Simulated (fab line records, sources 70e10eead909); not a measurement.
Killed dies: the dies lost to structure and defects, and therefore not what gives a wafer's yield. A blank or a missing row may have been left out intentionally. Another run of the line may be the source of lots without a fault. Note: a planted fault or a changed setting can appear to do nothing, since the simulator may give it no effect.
Which tool was responsible? / flow nand-harc / 24 lots with 72 wafers sampled at 5 steps, on a route of 1302 steps

WHAT THE GAUGES SHOWED, per wafer
NHARC_P_BONDPAD_THK_MEAS_33: measures by ellipsometry. Usual: thk-nm at 200.1 nm, with a standard deviation of 1.5.
lot=L074; measured=day 6 16:28; on=film-metro-02; thk-nm (nm)=202.8 201.2 202.6; flag=
lot=L075; measured=day 6 19:33; on=film-metro-02; thk-nm (nm)=200.2 200.8 200.7; flag=
lot=L076; measured=day 7 06:04; on=film-metro-01; thk-nm (nm)=198.2 200.3 200.9; flag=
lot=L077; measured=day 7 23:53; on=film-metro-01; thk-nm (nm)=199.1 200.6 200.5; flag=
lot=L078; measured=day 8 05:04; on=film-metro-02; thk-nm (nm)=202.4 200.3 200.6; flag=
lot=L079; measured=day 8 10:07; on=film-metro-02; thk-nm (nm)=201.5 203.0 201.1; flag=
lot=L080; measured=day 9 02:25; on=film-metro-02; thk-nm (nm)=199.8 201.5 200.3; flag=
lot=L081; measured=day 9 12:52; on=film-metro-01; thk-nm (nm)=203.5 199.6 198.3; flag=
lot=L082; measured=day 10 01:37; on=film-metro-01; thk-nm (nm)=201.8 198.0 197.9; flag=
lot=L083; measured=day 10 07:11; on=film-metro-02; thk-nm (nm)=199.6 198.3 198.1; flag=
lot=L084; measured=day 10 19:55; on=film-metro-02; thk-nm (nm)=200.8 197.4 201.5; flag=
lot=L085; measured=day 11 13:15; on=film-metro-01; thk-nm (nm)=200.0 198.2 199.7; flag=
lot=L086; measured=day 11 16:32; on=film-metro-01; thk-nm (nm)=200.4 200.5 202.8; flag=
lot=L087; measured=day 11 23:03; on=film-metro-01; thk-nm (nm)=197.8 200.5 200.9; flag=
lot=L088; measured=day 12 16:02; on=film-metro-01; thk-nm (nm)=197.9 199.3 199.2; flag=
lot=L089; measured=day 12 16:32; on=film-metro-01; thk-nm (nm)=199.9 200.0 200.7; flag=
lot=L090; measured=day 13 12:08; on=film-metro-02; thk-nm (nm)=198.8 197.8 201.2; flag=
lot=L091; measured=day 13 15:02; on=film-metro-01; thk-nm (nm)=200.3 201.2 200.1; flag=
lot=L092; measured=day 14 00:53; on=film-metro-01; thk-nm (nm)=202.1 199.2 199.4; flag=
lot=L093; measured=day 14 13:11; on=film-metro-01; thk-nm (nm)=200.1 199.6 199.2; flag=
lot=L094; measured=day 15 06:23; on=film-metro-01; thk-nm (nm)=199.3 202.8 201.0; flag=
lot=L095; measured=day 15 18:27; on=film-metro-02; thk-nm (nm)=199.2 197.7 197.3; flag=
lot=L096; measured=day 15 20:57; on=film-metro-02; thk-nm (nm)=201.2 201.9 198.9; flag=
lot=L097; measured=day 16 04:17; on=film-metro-02; thk-nm (nm)=201.2 200.3 200.1; flag=

EACH LOT AND THE TOOL THAT RAN IT (in order: tool; ch and the chambers of the sampled wafers; start)
lot=L074; NHARC_P_M1_STRIP_18=rie-diel-10 ch 0,1, day 6 08:53; NHARC_P_M1_DEP_33=pecvd-03 ch 0,2, day 6 11:11; NHARC_P_M2_ETCH_15=rie-diel-11 ch 0,1, day 6 16:28 or earlier; NHARC_P_M2_ETCH_28=rie-diel-03 ch 0,1,3, day 6 16:28 or earlier
lot=L075; NHARC_P_M1_STRIP_18=rie-diel-09 ch 0,1, day 6 11:45; NHARC_P_M1_DEP_33=pecvd-04 ch 1,2, day 6 14:28; NHARC_P_M2_ETCH_15=rie-diel-03 ch 0,2,3, day 6 19:33 or earlier; NHARC_P_M2_ETCH_28=rie-diel-03 ch 0,2,3, day 6 19:33 or earlier
lot=L076; NHARC_P_M1_STRIP_18=rie-diel-09 ch 0,2, day 6 22:23; NHARC_P_M1_DEP_33=pecvd-04 ch 1,2, day 7 00:55; NHARC_P_M2_ETCH_15=rie-diel-11 ch 0,1,3, day 7 06:04 or earlier; NHARC_P_M2_ETCH_28=rie-diel-03 ch 0,1,2, day 7 06:04 or earlier
lot=L077; NHARC_P_M1_STRIP_18=rie-diel-10 ch 0,1,2, day 7 16:28; NHARC_P_M1_DEP_33=pecvd-03 ch 1,2, day 7 18:48; NHARC_P_M2_ETCH_15=rie-diel-13 ch 0,1, day 7 23:53 or earlier; NHARC_P_M2_ETCH_28=rie-diel-13 ch 0,1,2, day 7 23:53 or earlier
lot=L078; NHARC_P_M1_STRIP_18=rie-diel-10 ch 0,1,2, day 7 21:35; NHARC_P_M1_DEP_33=pecvd-04 ch 0,1, day 8 00:05; NHARC_P_M2_ETCH_15=rie-diel-11 ch 0,2, day 8 05:04 or earlier; NHARC_P_M2_ETCH_28=rie-diel-11 ch 0,2,3, day 8 05:04 or earlier
lot=L079; NHARC_P_M1_STRIP_18=rie-diel-10 ch 0,1,2, day 8 02:45; NHARC_P_M1_DEP_33=pecvd-04 ch 0,1,2, day 8 05:05; NHARC_P_M2_ETCH_15=rie-diel-13 ch 0,1,3, day 8 10:07 or earlier; NHARC_P_M2_ETCH_28=rie-diel-03 ch 1,3, day 8 10:07 or earlier
lot=L080; NHARC_P_M1_STRIP_18=rie-diel-09 ch 1,2,3, day 8 18:52; NHARC_P_M1_DEP_33=pecvd-04 ch 0,1, day 8 21:17; NHARC_P_M2_ETCH_15=rie-diel-11 ch 0,1,2, day 9 02:25 or earlier; NHARC_P_M2_ETCH_28=rie-diel-11 ch 1,2, day 9 02:25 or earlier
lot=L081; NHARC_P_M1_STRIP_18=rie-diel-10 ch 2,3, day 9 05:22; NHARC_P_M1_DEP_33=pecvd-01 ch 1,2, day 9 07:40; NHARC_P_M2_ETCH_15=rie-diel-13 ch 0,1,2, day 9 12:52 or earlier; NHARC_P_M2_ETCH_28=rie-diel-11 ch 1,3, day 9 12:52 or earlier
lot=L082; NHARC_P_M1_STRIP_18=rie-diel-10 ch 0,1,2, day 9 17:58; NHARC_P_M1_DEP_33=pecvd-03 ch 1,2, day 9 20:20; NHARC_P_M2_ETCH_15=rie-diel-03 ch 1,2, day 10 01:37 or earlier; NHARC_P_M2_ETCH_28=rie-diel-03 ch 1,2,3, day 10 01:37 or earlier
lot=L083; NHARC_P_M1_STRIP_18=rie-diel-09 ch 0,2,3, day 9 23:32; NHARC_P_M1_DEP_33=pecvd-04 ch 0,1,2, day 10 01:53; NHARC_P_M2_ETCH_15=rie-diel-13 ch 0,1,2, day 10 07:11 or earlier; NHARC_P_M2_ETCH_28=rie-diel-11 ch 0,1,3, day 10 07:11 or earlier
lot=L084; NHARC_P_M1_STRIP_18=rie-diel-09 ch 2,3, day 10 12:19; NHARC_P_M1_DEP_33=pecvd-01 ch 0,2, day 10 14:43; NHARC_P_M2_ETCH_15=rie-diel-13 ch 0,3, day 10 19:55 or earlier; NHARC_P_M2_ETCH_28=rie-diel-11 ch 0,2, day 10 19:55 or earlier
lot=L085; NHARC_P_M1_STRIP_18=rie-diel-09 ch 0,3, day 11 05:32; NHARC_P_M1_DEP_33=pecvd-04 ch 0,1,2, day 11 07:59; NHARC_P_M2_ETCH_15=rie-diel-13 ch 0,1,2, day 11 13:15 or earlier; NHARC_P_M2_ETCH_28=rie-diel-11 ch 0,1,3, day 11 13:15 or earlier
lot=L086; NHARC_P_M1_STRIP_18=rie-diel-12 ch 2,3, day 11 08:28; NHARC_P_M1_DEP_33=pecvd-01 ch 0,1,2, day 11 11:22; NHARC_P_M2_ETCH_15=rie-diel-13 ch 1,2, day 11 16:32 or earlier; NHARC_P_M2_ETCH_28=rie-diel-11 ch 1,2, day 11 16:32 or earlier
lot=L087; NHARC_P_M1_STRIP_18=rie-diel-09 ch 1,3, day 11 15:26; NHARC_P_M1_DEP_33=pecvd-04 ch 0,1, day 11 17:49; NHARC_P_M2_ETCH_15=rie-diel-13 ch 2,3, day 11 23:03 or earlier; NHARC_P_M2_ETCH_28=rie-diel-13 ch 0,2,3, day 11 23:03 or earlier
lot=L088; NHARC_P_M1_STRIP_18=rie-diel-09 ch 0,1,3, day 12 08:31; NHARC_P_M1_DEP_33=pecvd-03 ch 0,1,2, day 12 10:53; NHARC_P_M2_ETCH_15=rie-diel-13 ch 0,1,3, day 12 16:02 or earlier; NHARC_P_M2_ETCH_28=rie-diel-03 ch 0,1,2, day 12 16:02 or earlier
lot=L089; NHARC_P_M1_STRIP_18=rie-diel-09 ch 0,1, day 12 08:59; NHARC_P_M1_DEP_33=pecvd-03 ch 0,1, day 12 11:25; NHARC_P_M2_ETCH_15=rie-diel-13 ch 1,3, day 12 16:32 or earlier; NHARC_P_M2_ETCH_28=rie-diel-11 ch 0,2, day 12 16:32 or earlier
lot=L090; NHARC_P_M1_STRIP_18=rie-diel-09 ch 2,3, day 13 04:09; NHARC_P_M1_DEP_33=pecvd-01 ch 0,1, day 13 06:28; NHARC_P_M2_ETCH_15=rie-diel-13 ch 0,1,2, day 13 12:08 or earlier; NHARC_P_M2_ETCH_28=rie-diel-13 ch 1,2,3, day 13 12:08 or earlier
lot=L091; NHARC_P_M1_STRIP_18=rie-diel-10 ch 1,2,3, day 13 07:22; NHARC_P_M1_DEP_33=pecvd-01 ch 0,1, day 13 09:44; NHARC_P_M2_ETCH_15=rie-diel-11 ch 0,2,3, day 13 15:02 or earlier; NHARC_P_M2_ETCH_28=rie-diel-13 ch 0,1,3, day 13 15:02 or earlier
lot=L092; NHARC_P_M1_STRIP_18=rie-diel-09 ch 2,3, day 13 16:05; NHARC_P_M1_DEP_33=pecvd-01 ch 1, day 13 18:51; NHARC_P_M2_ETCH_15=rie-diel-11 ch 0,2, day 14 00:53 or earlier; NHARC_P_M2_ETCH_28=rie-diel-03 ch 0,2, day 14 00:53 or earlier
lot=L093; NHARC_P_M1_STRIP_18=rie-diel-10 ch 0,2,3, day 14 05:32; NHARC_P_M1_DEP_33=pecvd-04 ch 0,1,2, day 14 07:54; NHARC_P_M2_ETCH_15=rie-diel-13 ch 0,2,3, day 14 13:11 or earlier; NHARC_P_M2_ETCH_28=rie-diel-11 ch 0,1,2, day 14 13:11 or earlier
lot=L094; NHARC_P_M1_STRIP_18=rie-diel-12 ch 0,2,3, day 14 23:01; NHARC_P_M1_DEP_33=pecvd-04 ch 0,1,2, day 15 01:25; NHARC_P_M2_ETCH_15=rie-diel-11 ch 0,1,2, day 15 06:23 or earlier; NHARC_P_M2_ETCH_28=rie-diel-13 ch 1,2,3, day 15 06:23 or earlier
lot=L095; NHARC_P_M1_STRIP_18=rie-diel-10 ch 0,2,3, day 15 10:46; NHARC_P_M1_DEP_33=pecvd-04 ch 0,1, day 15 13:11; NHARC_P_M2_ETCH_15=rie-diel-03 ch 0,2,3, day 15 18:27 or earlier; NHARC_P_M2_ETCH_28=rie-diel-03 ch 0,1,2, day 15 18:27 or earlier
lot=L096; NHARC_P_M1_STRIP_18=rie-diel-12 ch 0,1, day 15 13:32; NHARC_P_M1_DEP_33=pecvd-03 ch 0,1, day 15 15:55; NHARC_P_M2_ETCH_15=rie-diel-11 ch 0,2, day 15 20:57 or earlier; NHARC_P_M2_ETCH_28=rie-diel-11 ch 0,1,2, day 15 20:57 or earlier
lot=L097; NHARC_P_M1_STRIP_18=rie-diel-12 ch 1,3, day 15 20:41; NHARC_P_M1_DEP_33=pecvd-01 ch 1,2, day 15 23:05; NHARC_P_M2_ETCH_15=rie-diel-13 ch 0,2,3, day 16 04:17 or earlier; NHARC_P_M2_ETCH_28=rie-diel-13 ch 0,2,3, day 16 04:17 or earlier
- NHARC_P_M1_STRIP_18: strips in N2/H2.
- NHARC_P_M1_DEP_33: deposits SiCN, target thk 30 nm.
- NHARC_P_M2_ETCH_15: etches the open film in C4F8/Ar, target depth 182.5 nm, time 91.2 s.
- NHARC_P_M2_ETCH_28: etches the open film in CF4/N2, target depth 30 nm, time 72.99 s.

WHAT THE TOOLS THEMSELVES READ (means of the sampled wafers that have a number; where no wafer has one, the mark that the record gives instead)
NHARC_P_M1_STRIP_18. Usual: drypump-motor-current-A 5.6 A, standard deviation 0.36; mfc-ar-sccm 0.009 sccm, standard deviation 0.01; oes-product-au 0.999 a.u., standard deviation 0.0098; rf-vpp-V 90.5 V, standard deviation 0.98; showerhead-plenum-p-Torr 2.02 Torr, standard deviation 0.092; throttle-valve-pct 14.172 %, standard deviation 0.0088.
lot=L074; tool=rie-diel-10; drypump-motor-current-A (A)=5.5; mfc-ar-sccm (sccm)=0.003; oes-product-au (a.u.)=1.006; rf-vpp-V (V)=90.5; showerhead-plenum-p-Torr (Torr)=2.06; throttle-valve-pct (%)=14.177; flag=
lot=L075; tool=rie-diel-09; drypump-motor-current-A (A)=5.4; mfc-ar-sccm (sccm)=0.014; oes-product-au (a.u.)=1.010; rf-vpp-V (V)=90.0; showerhead-plenum-p-Torr (Torr)=2.02; throttle-valve-pct (%)=14.171; flag=
lot=L076; tool=rie-diel-09; drypump-motor-current-A (A)=5.5; mfc-ar-sccm (sccm)=0.009; oes-product-au (a.u.)=0.990; rf-vpp-V (V)=90.3; showerhead-plenum-p-Torr (Torr)=1.96; throttle-valve-pct (%)=14.175; flag=
lot=L077; tool=rie-diel-10; drypump-motor-current-A (A)=5.6; mfc-ar-sccm (sccm)=0.003; oes-product-au (a.u.)=0.996; rf-vpp-V (V)=90.5; showerhead-plenum-p-Torr (Torr)=2.09; throttle-valve-pct (%)=14.167; flag=
lot=L078; tool=rie-diel-10; drypump-motor-current-A (A)=5.6; mfc-ar-sccm (sccm)=0.003; oes-product-au (a.u.)=0.995; rf-vpp-V (V)=91.0; showerhead-plenum-p-Torr (Torr)=2.09; throttle-valve-pct (%)=14.173; flag=
lot=L079; tool=rie-diel-10; drypump-motor-current-A (A)=5.6; mfc-ar-sccm (sccm)=0.003; oes-product-au (a.u.)=1.000; rf-vpp-V (V)=91.4; showerhead-plenum-p-Torr (Torr)=2.09; throttle-valve-pct (%)=14.177; flag=
lot=L080; tool=rie-diel-09; drypump-motor-current-A (A)=5.4; mfc-ar-sccm (sccm)=0.017; oes-product-au (a.u.)=0.997; rf-vpp-V (V)=91.2; showerhead-plenum-p-Torr (Torr)=2.04; throttle-valve-pct (%)=14.172; flag=
lot=L081; tool=rie-diel-10; drypump-motor-current-A (A)=5.7; mfc-ar-sccm (sccm)=0.004; oes-product-au (a.u.)=1.009; rf-vpp-V (V)=91.0; showerhead-plenum-p-Torr (Torr)=2.02; throttle-valve-pct (%)=14.173; flag=
lot=L082; tool=rie-diel-10; drypump-motor-current-A (A)=5.6; mfc-ar-sccm (sccm)=0.003; oes-product-au (a.u.)=1.005; rf-vpp-V (V)=91.5; showerhead-plenum-p-Torr (Torr)=2.09; throttle-valve-pct (%)=14.173; flag=
lot=L083; tool=rie-diel-09; drypump-motor-current-A (A)=5.4; mfc-ar-sccm (sccm)=0.011; oes-product-au (a.u.)=0.993; rf-vpp-V (V)=89.6; showerhead-plenum-p-Torr (Torr)=1.98; throttle-valve-pct (%)=14.171; flag=
lot=L084; tool=rie-diel-09; drypump-motor-current-A (A)=5.6; mfc-ar-sccm (sccm)=0.019; oes-product-au (a.u.)=0.998; rf-vpp-V (V)=90.4; showerhead-plenum-p-Torr (Torr)=2.03; throttle-valve-pct (%)=14.175; flag=
lot=L085; tool=rie-diel-09; drypump-motor-current-A (A)=5.2; mfc-ar-sccm (sccm)=0.002; oes-product-au (a.u.)=0.995; rf-vpp-V (V)=90.5; showerhead-plenum-p-Torr (Torr)=1.93; throttle-valve-pct (%)=14.158; flag=
lot=L086; tool=rie-diel-12; drypump-motor-current-A (A)=5.5; mfc-ar-sccm (sccm)=0.008; oes-product-au (a.u.)=1.003; rf-vpp-V (V)=90.8; showerhead-plenum-p-Torr (Torr)=2.02; throttle-valve-pct (%)=14.178; flag=
lot=L087; tool=rie-diel-09; drypump-motor-current-A (A)=5.1; mfc-ar-sccm (sccm)=0.010; oes-product-au (a.u.)=0.992; rf-vpp-V (V)=89.7; showerhead-plenum-p-Torr (Torr)=2.01; throttle-valve-pct (%)=14.170; flag=
lot=L088; tool=rie-diel-09; drypump-motor-current-A (A)=5.2; mfc-ar-sccm (sccm)=0.009; oes-product-au (a.u.)=1.002; rf-vpp-V (V)=89.9; showerhead-plenum-p-Torr (Torr)=1.98; throttle-valve-pct (%)=14.168; flag=
lot=L089; tool=rie-diel-09; drypump-motor-current-A (A)=5.4; mfc-ar-sccm (sccm)=0.014; oes-product-au (a.u.)=1.004; rf-vpp-V (V)=90.6; showerhead-plenum-p-Torr (Torr)=2.02; throttle-valve-pct (%)=14.169; flag=
lot=L090; tool=rie-diel-09; drypump-motor-current-A (A)=5.6; mfc-ar-sccm (sccm)=0.019; oes-product-au (a.u.)=0.994; rf-vpp-V (V)=90.3; showerhead-plenum-p-Torr (Torr)=2.02; throttle-valve-pct (%)=14.173; flag=
lot=L091; tool=rie-diel-10; drypump-motor-current-A (A)=5.6; mfc-ar-sccm (sccm)=0.006; oes-product-au (a.u.)=1.000; rf-vpp-V (V)=91.7; showerhead-plenum-p-Torr (Torr)=2.05; throttle-valve-pct (%)=14.179; flag=
lot=L092; tool=rie-diel-09; drypump-motor-current-A (A)=5.4; mfc-ar-sccm (sccm)=0.012; oes-product-au (a.u.)=0.988; rf-vpp-V (V)=90.5; showerhead-plenum-p-Torr (Torr)=2.00; throttle-valve-pct (%)=14.168; flag=
lot=L093; tool=rie-diel-10; drypump-motor-current-A (A)=5.7; mfc-ar-sccm (sccm)=0.005; oes-product-au (a.u.)=0.998; rf-vpp-V (V)=90.8; showerhead-plenum-p-Torr (Torr)=1.99; throttle-valve-pct (%)=14.180; flag=
lot=L094; tool=rie-diel-12; drypump-motor-current-A (A)=5.7; mfc-ar-sccm (sccm)=0.008; oes-product-au (a.u.)=0.997; rf-vpp-V (V)=90.7; showerhead-plenum-p-Torr (Torr)=2.00; throttle-valve-pct (%)=14.178; flag=
lot=L095; tool=rie-diel-10; drypump-motor-current-A (A)=5.7; mfc-ar-sccm (sccm)=0.005; oes-product-au (a.u.)=0.996; rf-vpp-V (V)=90.1; showerhead-plenum-p-Torr (Torr)=1.99; throttle-valve-pct (%)=14.175; flag=
lot=L096; tool=rie-diel-12; drypump-motor-current-A (A)=6.1; mfc-ar-sccm (sccm)=0.000; oes-product-au (a.u.)=0.990; rf-vpp-V (V)=90.1; showerhead-plenum-p-Torr (Torr)=1.97; throttle-valve-pct (%)=14.179; flag=
lot=L097; tool=rie-diel-12; drypump-motor-current-A (A)=6.4; mfc-ar-sccm (sccm)=0.008; oes-product-au (a.u.)=0.999; rf-vpp-V (V)=91.1; showerhead-plenum-p-Torr (Torr)=2.13; throttle-valve-pct (%)=14.172; flag=

NHARC_P_M1_DEP_33. Usual: heater-power-w at 611 W, with a standard deviation of 97.
lot=L074; tool=pecvd-03; heater-power-w (W)=566; flag=
lot=L075; tool=pecvd-04; heater-power-w (W)=697; flag=
lot=L076; tool=pecvd-04; heater-power-w (W)=626; flag=
lot=L077; tool=pecvd-03; heater-power-w (W)=497; flag=
lot=L078; tool=pecvd-04; heater-power-w (W)=571; flag=
lot=L079; tool=pecvd-04; heater-power-w (W)=572; flag=
lot=L080; tool=pecvd-04; heater-power-w (W)=530; flag=
lot=L081; tool=pecvd-01; heater-power-w (W)=604; flag=
lot=L082; tool=pecvd-03; heater-power-w (W)=512; flag=
lot=L083; tool=pecvd-04; heater-power-w (W)=610; flag=
lot=L084; tool=pecvd-01; heater-power-w (W)=515; flag=
lot=L085; tool=pecvd-04; heater-power-w (W)=617; flag=
lot=L086; tool=pecvd-01; heater-power-w (W)=628; flag=
lot=L087; tool=pecvd-04; heater-power-w (W)=587; flag=
lot=L088; tool=pecvd-03; heater-power-w (W)=571; flag=
lot=L089; tool=pecvd-03; heater-power-w (W)=636; flag=
lot=L090; tool=pecvd-01; heater-power-w (W)=636; flag=
lot=L091; tool=pecvd-01; heater-power-w (W)=620; flag=
lot=L092; tool=pecvd-01; heater-power-w (W)=683; flag=
lot=L093; tool=pecvd-04; heater-power-w (W)=666; flag=
lot=L094; tool=pecvd-04; heater-power-w (W)=625; flag=
lot=L095; tool=pecvd-04; heater-power-w (W)=565; flag=
lot=L096; tool=pecvd-03; heater-power-w (W)=660; flag=
lot=L097; tool=pecvd-01; heater-power-w (W)=605; flag=

NHARC_P_M2_ETCH_15. Usual: oes-product-au 0.940 a.u., standard deviation 0.02; rf-vpp-V 441.9 V, standard deviation 2.5.
lot=L074; tool=rie-diel-11; oes-product-au (a.u.)=0.931; rf-vpp-V (V)=439.7; flag=
lot=L075; tool=rie-diel-03; oes-product-au (a.u.)=0.925; rf-vpp-V (V)=442.1; flag=
lot=L076; tool=rie-diel-11; oes-product-au (a.u.)=0.933; rf-vpp-V (V)=441.9; flag=
lot=L077; tool=rie-diel-13; oes-product-au (a.u.)=0.945; rf-vpp-V (V)=444.1; flag=
lot=L078; tool=rie-diel-11; oes-product-au (a.u.)=0.936; rf-vpp-V (V)=441.1; flag=
lot=L079; tool=rie-diel-13; oes-product-au (a.u.)=0.967; rf-vpp-V (V)=442.5; flag=
lot=L080; tool=rie-diel-11; oes-product-au (a.u.)=0.936; rf-vpp-V (V)=441.3; flag=
lot=L081; tool=rie-diel-13; oes-product-au (a.u.)=0.946; rf-vpp-V (V)=441.8; flag=
lot=L082; tool=rie-diel-03; oes-product-au (a.u.)=0.930; rf-vpp-V (V)=442.5; flag=
lot=L083; tool=rie-diel-13; oes-product-au (a.u.)=0.958; rf-vpp-V (V)=440.8; flag=
lot=L084; tool=rie-diel-13; oes-product-au (a.u.)=0.968; rf-vpp-V (V)=442.8; flag=
lot=L085; tool=rie-diel-13; oes-product-au (a.u.)=0.921; rf-vpp-V (V)=441.2; flag=
lot=L086; tool=rie-diel-13; oes-product-au (a.u.)=0.940; rf-vpp-V (V)=441.3; flag=
lot=L087; tool=rie-diel-13; oes-product-au (a.u.)=0.972; rf-vpp-V (V)=440.9; flag=
lot=L088; tool=rie-diel-13; oes-product-au (a.u.)=0.943; rf-vpp-V (V)=443.7; flag=
lot=L089; tool=rie-diel-13; oes-product-au (a.u.)=0.959; rf-vpp-V (V)=442.2; flag=
lot=L090; tool=rie-diel-13; oes-product-au (a.u.)=0.920; rf-vpp-V (V)=441.4; flag=
lot=L091; tool=rie-diel-11; oes-product-au (a.u.)=0.925; rf-vpp-V (V)=443.1; flag=
lot=L092; tool=rie-diel-11; oes-product-au (a.u.)=0.935; rf-vpp-V (V)=442.3; flag=
lot=L093; tool=rie-diel-13; oes-product-au (a.u.)=0.918; rf-vpp-V (V)=440.8; flag=
lot=L094; tool=rie-diel-11; oes-product-au (a.u.)=0.927; rf-vpp-V (V)=441.4; flag=
lot=L095; tool=rie-diel-03; oes-product-au (a.u.)=0.933; rf-vpp-V (V)=441.7; flag=
lot=L096; tool=rie-diel-11; oes-product-au (a.u.)=0.929; rf-vpp-V (V)=443.3; flag=
lot=L097; tool=rie-diel-13; oes-product-au (a.u.)=0.984; rf-vpp-V (V)=441.3; flag=

NHARC_P_M2_ETCH_28. Usual: drypump-motor-current-A 5.9 A, standard deviation 0.36; mfc-ar-sccm 150.0 sccm, standard deviation 0.46; oes-product-au 1.005 a.u., standard deviation 0.011; rf-vpp-V 315.1 V, standard deviation 1.9; showerhead-plenum-p-Torr 2.68 Torr, standard deviation 0.098; throttle-valve-pct 19.795 %, standard deviation 0.0092.
lot=L074; tool=rie-diel-03; drypump-motor-current-A (A)=5.9; mfc-ar-sccm (sccm)=150.2; oes-product-au (a.u.)=0.999; rf-vpp-V (V)=314.4; showerhead-plenum-p-Torr (Torr)=2.66; throttle-valve-pct (%)=19.791; flag=
lot=L075; tool=rie-diel-03; drypump-motor-current-A (A)=5.8; mfc-ar-sccm (sccm)=149.8; oes-product-au (a.u.)=1.005; rf-vpp-V (V)=314.8; showerhead-plenum-p-Torr (Torr)=2.67; throttle-valve-pct (%)=19.793; flag=
lot=L076; tool=rie-diel-03; drypump-motor-current-A (A)=5.8; mfc-ar-sccm (sccm)=150.1; oes-product-au (a.u.)=1.009; rf-vpp-V (V)=314.7; showerhead-plenum-p-Torr (Torr)=2.64; throttle-valve-pct (%)=19.791; flag=
lot=L077; tool=rie-diel-13; drypump-motor-current-A (A)=6.1; mfc-ar-sccm (sccm)=149.5; oes-product-au (a.u.)=1.010; rf-vpp-V (V)=314.1; showerhead-plenum-p-Torr (Torr)=2.64; throttle-valve-pct (%)=19.779; flag=
lot=L078; tool=rie-diel-11; drypump-motor-current-A (A)=5.7; mfc-ar-sccm (sccm)=150.0; oes-product-au (a.u.)=1.012; rf-vpp-V (V)=315.7; showerhead-plenum-p-Torr (Torr)=2.74; throttle-valve-pct (%)=19.791; flag=
lot=L079; tool=rie-diel-03; drypump-motor-current-A (A)=5.8; mfc-ar-sccm (sccm)=150.4; oes-product-au (a.u.)=1.000; rf-vpp-V (V)=315.2; showerhead-plenum-p-Torr (Torr)=2.69; throttle-valve-pct (%)=19.794; flag=
lot=L080; tool=rie-diel-11; drypump-motor-current-A (A)=6.3; mfc-ar-sccm (sccm)=149.9; oes-product-au (a.u.)=1.018; rf-vpp-V (V)=315.0; showerhead-plenum-p-Torr (Torr)=2.65; throttle-valve-pct (%)=19.790; flag=
lot=L081; tool=rie-diel-11; drypump-motor-current-A (A)=5.7; mfc-ar-sccm (sccm)=149.8; oes-product-au (a.u.)=1.011; rf-vpp-V (V)=316.6; showerhead-plenum-p-Torr (Torr)=2.74; throttle-valve-pct (%)=19.796; flag=
lot=L082; tool=rie-diel-03; drypump-motor-current-A (A)=5.8; mfc-ar-sccm (sccm)=149.9; oes-product-au (a.u.)=1.006; rf-vpp-V (V)=315.4; showerhead-plenum-p-Torr (Torr)=2.70; throttle-valve-pct (%)=19.798; flag=
lot=L083; tool=rie-diel-11; drypump-motor-current-A (A)=5.6; mfc-ar-sccm (sccm)=149.9; oes-product-au (a.u.)=1.004; rf-vpp-V (V)=314.8; showerhead-plenum-p-Torr (Torr)=2.67; throttle-valve-pct (%)=19.803; flag=
lot=L084; tool=rie-diel-11; drypump-motor-current-A (A)=5.7; mfc-ar-sccm (sccm)=150.2; oes-product-au (a.u.)=1.006; rf-vpp-V (V)=314.6; showerhead-plenum-p-Torr (Torr)=2.68; throttle-valve-pct (%)=19.792; flag=
lot=L085; tool=rie-diel-11; drypump-motor-current-A (A)=5.7; mfc-ar-sccm (sccm)=149.8; oes-product-au (a.u.)=1.005; rf-vpp-V (V)=315.4; showerhead-plenum-p-Torr (Torr)=2.67; throttle-valve-pct (%)=19.801; flag=
lot=L086; tool=rie-diel-11; drypump-motor-current-A (A)=6.3; mfc-ar-sccm (sccm)=150.4; oes-product-au (a.u.)=1.018; rf-vpp-V (V)=315.1; showerhead-plenum-p-Torr (Torr)=2.65; throttle-valve-pct (%)=19.803; flag=
lot=L087; tool=rie-diel-13; drypump-motor-current-A (A)=6.0; mfc-ar-sccm (sccm)=150.3; oes-product-au (a.u.)=0.994; rf-vpp-V (V)=314.7; showerhead-plenum-p-Torr (Torr)=2.64; throttle-valve-pct (%)=19.790; flag=
lot=L088; tool=rie-diel-03; drypump-motor-current-A (A)=5.8; mfc-ar-sccm (sccm)=149.5; oes-product-au (a.u.)=1.006; rf-vpp-V (V)=314.0; showerhead-plenum-p-Torr (Torr)=2.64; throttle-valve-pct (%)=19.798; flag=
lot=L089; tool=rie-diel-11; drypump-motor-current-A (A)=5.7; mfc-ar-sccm (sccm)=150.0; oes-product-au (a.u.)=1.009; rf-vpp-V (V)=314.9; showerhead-plenum-p-Torr (Torr)=2.67; throttle-valve-pct (%)=19.799; flag=
lot=L090; tool=rie-diel-13; drypump-motor-current-A (A)=5.8; mfc-ar-sccm (sccm)=149.9; oes-product-au (a.u.)=0.994; rf-vpp-V (V)=313.9; showerhead-plenum-p-Torr (Torr)=2.63; throttle-valve-pct (%)=19.791; flag=
lot=L091; tool=rie-diel-13; drypump-motor-current-A (A)=6.0; mfc-ar-sccm (sccm)=149.6; oes-product-au (a.u.)=1.007; rf-vpp-V (V)=315.5; showerhead-plenum-p-Torr (Torr)=2.73; throttle-valve-pct (%)=19.799; flag=
lot=L092; tool=rie-diel-03; drypump-motor-current-A (A)=5.7; mfc-ar-sccm (sccm)=149.9; oes-product-au (a.u.)=1.009; rf-vpp-V (V)=314.6; showerhead-plenum-p-Torr (Torr)=2.65; throttle-valve-pct (%)=19.806; flag=
lot=L093; tool=rie-diel-11; drypump-motor-current-A (A)=6.0; mfc-ar-sccm (sccm)=150.4; oes-product-au (a.u.)=1.006; rf-vpp-V (V)=314.7; showerhead-plenum-p-Torr (Torr)=2.66; throttle-valve-pct (%)=19.793; flag=
lot=L094; tool=rie-diel-13; drypump-motor-current-A (A)=5.9; mfc-ar-sccm (sccm)=149.8; oes-product-au (a.u.)=0.993; rf-vpp-V (V)=314.3; showerhead-plenum-p-Torr (Torr)=2.63; throttle-valve-pct (%)=19.793; flag=
lot=L095; tool=rie-diel-03; drypump-motor-current-A (A)=5.8; mfc-ar-sccm (sccm)=150.3; oes-product-au (a.u.)=1.006; rf-vpp-V (V)=314.0; showerhead-plenum-p-Torr (Torr)=2.63; throttle-valve-pct (%)=19.791; flag=
lot=L096; tool=rie-diel-11; drypump-motor-current-A (A)=5.9; mfc-ar-sccm (sccm)=150.3; oes-product-au (a.u.)=1.008; rf-vpp-V (V)=314.3; showerhead-plenum-p-Torr (Torr)=2.66; throttle-valve-pct (%)=19.799; flag=
lot=L097; tool=rie-diel-13; drypump-motor-current-A (A)=6.0; mfc-ar-sccm (sccm)=150.0; oes-product-au (a.u.)=1.000; rf-vpp-V (V)=313.4; showerhead-plenum-p-Torr (Torr)=2.64; throttle-valve-pct (%)=19.798; flag=

THE ANSWER, worked out from the rows above alone
Rule: lot off if the mean of its wafers having a number is beyond 3 standard deviations from the usual mean. Also off: a lot with no number at a reading for which 4 or more lots have one. Where the step has rows for the other lots, those lots are counted as sound. Order of review: gauges by route order, followed by the tools' own readings, for which a lot's mean as printed above is used. At the first step where some lot is off, the reading lying furthest off is the one used; lots without a number count as furthest.
Nothing can be told from this: no lot is off at any reading shown.

WHAT THE SIMULATOR PUT IN
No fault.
